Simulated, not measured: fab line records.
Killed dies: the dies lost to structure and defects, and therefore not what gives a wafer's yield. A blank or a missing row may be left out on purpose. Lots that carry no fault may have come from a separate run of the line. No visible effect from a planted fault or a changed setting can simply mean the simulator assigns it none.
Chamber matching -- flow n5Finfet -- N5_BEOL_M9_STRIP_19 on rieDiel-04 has 4 sister chambers
The step strips in O2. 4 wafers are shown with their chamber, then 11 later ones without.

== WAFERS PAIRED WITH THEIR CHAMBERS ==
wafer,chamber,drypumpMotorCurrentA (A)
L081.6,1,6.3
L084.1,3,5.6
L084.3,0,5.8
L085.1,2,5.2

== WAFERS MISSING THEIR CHAMBER ==
wafer,drypumpMotorCurrentA (A)
L085.4,6.2
L085.6,5.2
L076.3,5.8
L076.4,5.7
L076.6,6.3
L091.2,5.6
L091.5,5.6
L091.6,5.8
L096.2,5.2
L096.5,5.2
L096.6,6.3

== WHICH CHAMBER EACH WENT THROUGH ==
wafer,from the rows above,in truth
L085.4,1,1
L085.6,2,2
L076.3,0,0
L076.4,can't be placed: 0 or 3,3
L076.6,1,1
L091.2,3,3
L091.5,3,3
L091.6,0,0
L096.2,2,2
L096.5,2,2
L096.6,1,1
10 of 11 placed correctly. Cannot be placed on the basis of these rows: 1; the candidates contain the true chamber in 1. Placed wrongly: 0.
How it was worked out, from the rows above alone: a wafer's distance from a chamber is the root of the sum, over the readings, of the square of ((its reading less the chamber's mean) divided by the reading's scatter). The wafer belongs to the nearest chamber; if the next one is less than 2 further off, it can't be placed. Each chamber's mean is taken over the wafers shown for it. The scatter: root of mean squared gap, hidden wafer to nearest shown wafer, with one shown wafer a chamber.
